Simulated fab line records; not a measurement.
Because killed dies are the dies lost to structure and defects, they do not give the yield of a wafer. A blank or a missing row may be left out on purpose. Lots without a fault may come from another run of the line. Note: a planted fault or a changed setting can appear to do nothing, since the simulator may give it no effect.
The tool behind it: which one? / flow nand harc / 36 wafers from 12 lots sampled at 6 of the route's 1302 steps

## WHAT THE GAUGES READ, wafer by wafer
NHARC_P_ZERO_WELL_CD_MEAS_52 targets a cd of 2000 nm. Usual: cd nm 1999.7 nm, standard deviation 1.2.
lot=L290; measured=day 2 12:20; on=cd sem-03; cd nm (nm)=2000.0 2001.0 1999.9; flag=
lot=L291; measured=day 2 22:01; on=cd sem-03; cd nm (nm)=1523.9 1525.5 1525.5; flag=OFF
lot=L294; measured=day 4 03:49; on=cd sem-03; cd nm (nm)=1999.5 1998.1 1998.8; flag=
lot=L298; measured=day 5 19:37; on=cd sem-02; cd nm (nm)=2000.0 1999.9 1999.0; flag=
lot=L302; measured=day 7 11:47; on=cd sem-01; cd nm (nm)=2000.4 2000.6 1999.2; flag=
lot=L303; measured=day 7 21:59; on=cd sem-02; cd nm (nm)=1999.3 2000.0 2000.0; flag=
lot=L304; measured=day 8 07:44; on=cd sem-01; cd nm (nm)=2001.9 1997.8 1997.9; flag=
lot=L307; measured=day 9 13:37; on=cd sem-02; cd nm (nm)=2000.5 2001.0 2000.1; flag=
lot=L308; measured=day 10 00:27; on=cd sem-01; cd nm (nm)=1999.8 2000.2 2000.2; flag=
lot=L310; measured=day 10 19:47; on=cd sem-02; cd nm (nm)=1999.3 1997.7 1998.2; flag=
lot=L311; measured=day 11 05:38; on=cd sem-02; cd nm (nm)=1997.7 1996.7 1997.4; flag=
lot=L312; measured=day 11 15:47; on=cd sem-02; cd nm (nm)=1998.1 1999.8 1999.7; flag=

NHARC_P_ZERO_WELL_INSPECT_43. Usual: raw defect count 14, standard deviation 6.9.
lot=L290; measured=day 2 14:08; on=defect inspect-01; raw defect count=8 16 18; flag=
lot=L291; measured=day 2 23:50; on=defect inspect-02; raw defect count=9 23 9; flag=
lot=L294; measured=day 4 05:39; on=defect inspect-02; raw defect count=13 8 14; flag=
lot=L298; measured=day 5 21:26; on=defect inspect-02; raw defect count=21 26 23; flag=
lot=L302; measured=day 7 13:37; on=defect inspect-01; raw defect count=25 11 14; flag=
lot=L303; measured=day 7 23:48; on=defect inspect-02; raw defect count=10 13 12; flag=
lot=L304; measured=day 8 09:32; on=defect inspect-02; raw defect count=4 5 11; flag=
lot=L307; measured=day 9 15:26; on=defect inspect-02; raw defect count=25 11 26; flag=
lot=L308; measured=day 10 02:16; on=defect inspect-02; raw defect count=7 8 9; flag=
lot=L310; measured=day 10 21:36; on=defect inspect-02; raw defect count=7 13 17; flag=
lot=L311; measured=day 11 07:28; on=defect inspect-01; raw defect count=11 4 7; flag=
lot=L312; measured=day 11 17:36; on=defect inspect-01; raw defect count=7 8 10; flag=

NHARC_P_STI_OVL_MEAS_10. Usual: overlay x nm 0 nm, standard deviation 5.2; overlay y nm 0 nm, standard deviation 5.5.
lot=L290; measured=day 3 07:22; on=overlay-02; overlay x nm (nm)=-3 -3 -3; overlay y nm (nm)=5 5 5; flag=
lot=L294; measured=day 4 23:09; on=overlay-01; overlay x nm (nm)=6 7 7; overlay y nm (nm)=-1 -1 -1; flag=
lot=L298; measured=day 6 14:01; on=overlay-02; overlay x nm (nm)=4 4 4; overlay y nm (nm)=2 2 2; flag=
lot=L302; measured=day 8 05:45; on=overlay-01; overlay x nm (nm)=-4 -5 -5; overlay y nm (nm)=8 7 7; flag=
lot=L303; measured=day 8 15:05; on=overlay-01; overlay x nm (nm)=-5 -5 -5; overlay y nm (nm)=-5 -6 -6; flag=
lot=L304; measured=day 9 00:11; on=overlay-01; overlay x nm (nm)=11 10 11; overlay y nm (nm)=1 1 0; flag=
lot=L307; measured=day 10 07:11; on=overlay-02; overlay x nm (nm)=-4 -3 -3; overlay y nm (nm)=4 4 5; flag=
lot=L308; measured=day 10 18:17; on=overlay-01; overlay x nm (nm)=-1 -2 -2; overlay y nm (nm)=-3 -4 -4; flag=
lot=L310; measured=day 11 14:19; on=overlay-01; overlay x nm (nm)=-5 -5 -5; overlay y nm (nm)=-1 0 0; flag=
lot=L311; measured=day 12 01:25; on=overlay-02; overlay x nm (nm)=1 2 1; overlay y nm (nm)=2 2 2; flag=
lot=L312; measured=day 12 10:08; on=overlay-01; overlay x nm (nm)=2 2 2; overlay y nm (nm)=14 13 13; flag=

NHARC_END_SORT_01. Usual: killed at array 56, standard deviation 20; killed at other 1, standard deviation 1.3; killed at periphery 3.5, standard deviation 2.7; killed dies 60, standard deviation 20; killed open 3.3, standard deviation 1.6; killed short 2.4, standard deviation 1.5.
lot=L291; measured=day 25 04:04; on=prober-02; killed at array=82 81 59; killed at other=0 0 0; killed at periphery=583 584 606; killed dies=665 665 665; killed open=5 2 2; killed short=2 3 2; flag=OFF
lot=L294; measured=day 26 10:28; on=prober-02; killed at array=35 61 57; killed at other=0 0 1; killed at periphery=1 3 1; killed dies=36 64 59; killed open=5 5 3; killed short=2 3 2; flag=
lot=L304; measured=day 30 15:08; on=prober-02; killed at array=52 39 51; killed at other=2 1 3; killed at periphery=1 1 4; killed dies=55 41 58; killed open=4 4 6; killed short=5 1 3; flag=

## WHAT TOOL EACH LOT RAN ON (gives the tool, then ch and the chambers of the sampled wafers, and finally the start)
lot=L290; NHARC_P_ZERO_WELL_DESCUM_26=rie diel-04 ch 0,3, day 2 09:19; NHARC_P_ZERO_WELL_EXPOSE_49=krf scanner-02 ch 0, day 2 12:11
lot=L291; NHARC_P_ZERO_WELL_DESCUM_26=rie diel-09 ch 0,1,2, day 2 19:02; NHARC_P_ZERO_WELL_EXPOSE_49=krf scanner-04 ch 0, day 2 21:52
lot=L294; NHARC_P_ZERO_WELL_DESCUM_26=rie diel-04 ch 1,2,3, day 4 00:50; NHARC_P_ZERO_WELL_EXPOSE_49=krf scanner-04 ch 0, day 4 03:40
lot=L298; NHARC_P_ZERO_WELL_DESCUM_26=rie diel-01 ch 0,1,3, day 5 16:38; NHARC_P_ZERO_WELL_EXPOSE_49=krf scanner-01 ch 0, day 5 19:28
lot=L302; NHARC_P_ZERO_WELL_DESCUM_26=rie diel-09 ch 0,1,2, day 7 08:49; NHARC_P_ZERO_WELL_EXPOSE_49=krf scanner-01 ch 0, day 7 11:38
lot=L303; NHARC_P_ZERO_WELL_DESCUM_26=rie diel-04 ch 0,1,2, day 7 18:55; NHARC_P_ZERO_WELL_EXPOSE_49=krf scanner-02 ch 0, day 7 21:50
lot=L304; NHARC_P_ZERO_WELL_DESCUM_26=rie diel-09 ch 0,1, day 8 04:44; NHARC_P_ZERO_WELL_EXPOSE_49=krf scanner-02 ch 0, day 8 07:34
lot=L307; NHARC_P_ZERO_WELL_DESCUM_26=rie diel-01 ch 0,3, day 9 10:38; NHARC_P_ZERO_WELL_EXPOSE_49=krf scanner-02 ch 0, day 9 13:28
lot=L308; NHARC_P_ZERO_WELL_DESCUM_26=rie diel-04 ch 0,2,3, day 9 21:28; NHARC_P_ZERO_WELL_EXPOSE_49=krf scanner-01 ch 0, day 10 00:18
lot=L310; NHARC_P_ZERO_WELL_DESCUM_26=rie diel-04 ch 0,1,3, day 10 16:47; NHARC_P_ZERO_WELL_EXPOSE_49=krf scanner-04 ch 0, day 10 19:38
lot=L311; NHARC_P_ZERO_WELL_DESCUM_26=rie diel-04 ch 1,2,3, day 11 02:40; NHARC_P_ZERO_WELL_EXPOSE_49=krf scanner-04 ch 0, day 11 05:29
lot=L312; NHARC_P_ZERO_WELL_DESCUM_26=rie diel-09 ch 0,2, day 11 12:41; NHARC_P_ZERO_WELL_EXPOSE_49=krf scanner-02 ch 0, day 11 15:38
- NHARC_P_ZERO_WELL_DESCUM_26: chemistry O2, time 3 s.
- NHARC_P_ZERO_WELL_EXPOSE_49: exposes mask P HVPW, target cd 2000 nm.

## AS READ BY THE TOOLS THEMSELVES (means over the sampled wafers that have a number; for cases with no such wafer, the mark the record gives instead)
NHARC_P_ZERO_WELL_DESCUM_26. Usual: chamber pressure mTorr 60.00 mTorr, standard deviation 0.055; drypump motor current A 5.6 A, standard deviation 0.38; oes product au 0.998 a.u., standard deviation 0.0088; rf vpp V 57.9 V, standard deviation 0.95; showerhead plenum p Torr 1.92 Torr, standard deviation 0.081; throttle valve pct 11.311 %, standard deviation 0.0094.
lot=L290; tool=rie diel-04; chamber pressure mTorr (mTorr)=59.96; drypump motor current A (A)=5.7; oes product au (a.u.)=0.995; rf vpp V (V)=57.8; showerhead plenum p Torr (Torr)=1.87; throttle valve pct (%)=11.299; flag=
lot=L291; tool=rie diel-09; chamber pressure mTorr (mTorr)=60.02; drypump motor current A (A)=5.4; oes product au (a.u.)=1.010; rf vpp V (V)=57.7; showerhead plenum p Torr (Torr)=1.94; throttle valve pct (%)=11.305; flag=
lot=L294; tool=rie diel-04; chamber pressure mTorr (mTorr)=60.05; drypump motor current A (A)=5.8; oes product au (a.u.)=1.003; rf vpp V (V)=58.5; showerhead plenum p Torr (Torr)=1.92; throttle valve pct (%)=11.307; flag=
lot=L298; tool=rie diel-01; chamber pressure mTorr (mTorr)=60.03; drypump motor current A (A)=5.9; oes product au (a.u.)=0.996; rf vpp V (V)=57.4; showerhead plenum p Torr (Torr)=1.82; throttle valve pct (%)=11.303; flag=
lot=L302; tool=rie diel-09; chamber pressure mTorr (mTorr)=60.01; drypump motor current A (A)=5.4; oes product au (a.u.)=1.001; rf vpp V (V)=58.0; showerhead plenum p Torr (Torr)=1.93; throttle valve pct (%)=11.317; flag=
lot=L303; tool=rie diel-04; chamber pressure mTorr (mTorr)=60.00; drypump motor current A (A)=5.5; oes product au (a.u.)=0.995; rf vpp V (V)=58.2; showerhead plenum p Torr (Torr)=1.95; throttle valve pct (%)=11.314; flag=
lot=L304; tool=rie diel-09; chamber pressure mTorr (mTorr)=60.03; drypump motor current A (A)=5.3; oes product au (a.u.)=0.987; rf vpp V (V)=58.7; showerhead plenum p Torr (Torr)=1.95; throttle valve pct (%)=11.314; flag=
lot=L307; tool=rie diel-01; chamber pressure mTorr (mTorr)=59.97; drypump motor current A (A)=6.3; oes product au (a.u.)=1.001; rf vpp V (V)=56.7; showerhead plenum p Torr (Torr)=1.82; throttle valve pct (%)=11.309; flag=
lot=L308; tool=rie diel-04; chamber pressure mTorr (mTorr)=59.98; drypump motor current A (A)=5.7; oes product au (a.u.)=0.990; rf vpp V (V)=57.7; showerhead plenum p Torr (Torr)=1.88; throttle valve pct (%)=11.318; flag=
lot=L310; tool=rie diel-04; chamber pressure mTorr (mTorr)=59.98; drypump motor current A (A)=5.8; oes product au (a.u.)=1.001; rf vpp V (V)=57.9; showerhead plenum p Torr (Torr)=1.88; throttle valve pct (%)=11.309; flag=
lot=L311; tool=rie diel-04; chamber pressure mTorr (mTorr)=60.03; drypump motor current A (A)=5.8; oes product au (a.u.)=0.991; rf vpp V (V)=58.5; showerhead plenum p Torr (Torr)=1.90; throttle valve pct (%)=11.307; flag=
lot=L312; tool=rie diel-09; chamber pressure mTorr (mTorr)=59.97; drypump motor current A (A)=5.3; oes product au (a.u.)=1.000; rf vpp V (V)=57.0; showerhead plenum p Torr (Torr)=1.89; throttle valve pct (%)=11.307; flag=

NHARC_P_ZERO_WELL_EXPOSE_49. Usual: exposure dose mJ cm2 22.645, standard deviation 0.022; focus offset nm 0.0 nm, standard deviation 0.51; stage vel mm s 500.01 mm/s, standard deviation 0.25.
lot=L290; tool=krf scanner-02; exposure dose mJ cm2=22.637; focus offset nm (nm)=0.2; stage vel mm s (mm/s)=499.99; flag=
lot=L291; tool=krf scanner-04; exposure dose mJ cm2=22.638; focus offset nm (nm)=-0.6; stage vel mm s (mm/s)=499.74; flag=
lot=L294; tool=krf scanner-04; exposure dose mJ cm2=22.646; focus offset nm (nm)=0.3; stage vel mm s (mm/s)=500.18; flag=
lot=L298; tool=krf scanner-01; exposure dose mJ cm2=22.633; focus offset nm (nm)=0.7; stage vel mm s (mm/s)=500.29; flag=
lot=L302; tool=krf scanner-01; exposure dose mJ cm2=22.655; focus offset nm (nm)=0.3; stage vel mm s (mm/s)=499.86; flag=
lot=L303; tool=krf scanner-02; exposure dose mJ cm2=22.661; focus offset nm (nm)=-0.4; stage vel mm s (mm/s)=500.03; flag=
lot=L304; tool=krf scanner-02; exposure dose mJ cm2=22.668; focus offset nm (nm)=0.4; stage vel mm s (mm/s)=499.81; flag=
lot=L307; tool=krf scanner-02; exposure dose mJ cm2=22.632; focus offset nm (nm)=-0.0; stage vel mm s (mm/s)=500.12; flag=
lot=L308; tool=krf scanner-01; exposure dose mJ cm2=22.661; focus offset nm (nm)=-0.1; stage vel mm s (mm/s)=499.86; flag=
lot=L310; tool=krf scanner-04; exposure dose mJ cm2=22.634; focus offset nm (nm)=-0.2; stage vel mm s (mm/s)=500.18; flag=
lot=L311; tool=krf scanner-04; exposure dose mJ cm2=22.636; focus offset nm (nm)=-0.0; stage vel mm s (mm/s)=500.05; flag=
lot=L312; tool=krf scanner-02; exposure dose mJ cm2=22.641; focus offset nm (nm)=0.2; stage vel mm s (mm/s)=499.99; flag=

## THE ANSWER, worked out from the rows above alone
Rule: lot off if the mean of its wafers having a number is beyond 3 standard deviations from the usual mean. A lot without any number at a reading at which 4 lots or more have one is off too. Where the step has rows for the other lots, those lots are counted as sound. After the gauges, taken in route order, come the tools' own readings; for these a lot's mean is taken, as printed above. At the first step where some lot is off, the reading lying furthest off is the one used; lots without a number count as furthest.
Off, at NHARC_P_ZERO_WELL_CD_MEAS_52 on cd nm: L291.
If a tool, at a process step before that reading, ran all the lots that are off and no sound lot after the first of them, it fits. Not tried: the gauges at NHARC_P_ZERO_WELL_CD_MEAS_52; whatever is off there is also off at NHARC_END_SORT_01, on other tools, and gauge error can't account for it. Of those tried, none fits.

## WHAT HAD BEEN PUT IN BY THE SIMULATOR
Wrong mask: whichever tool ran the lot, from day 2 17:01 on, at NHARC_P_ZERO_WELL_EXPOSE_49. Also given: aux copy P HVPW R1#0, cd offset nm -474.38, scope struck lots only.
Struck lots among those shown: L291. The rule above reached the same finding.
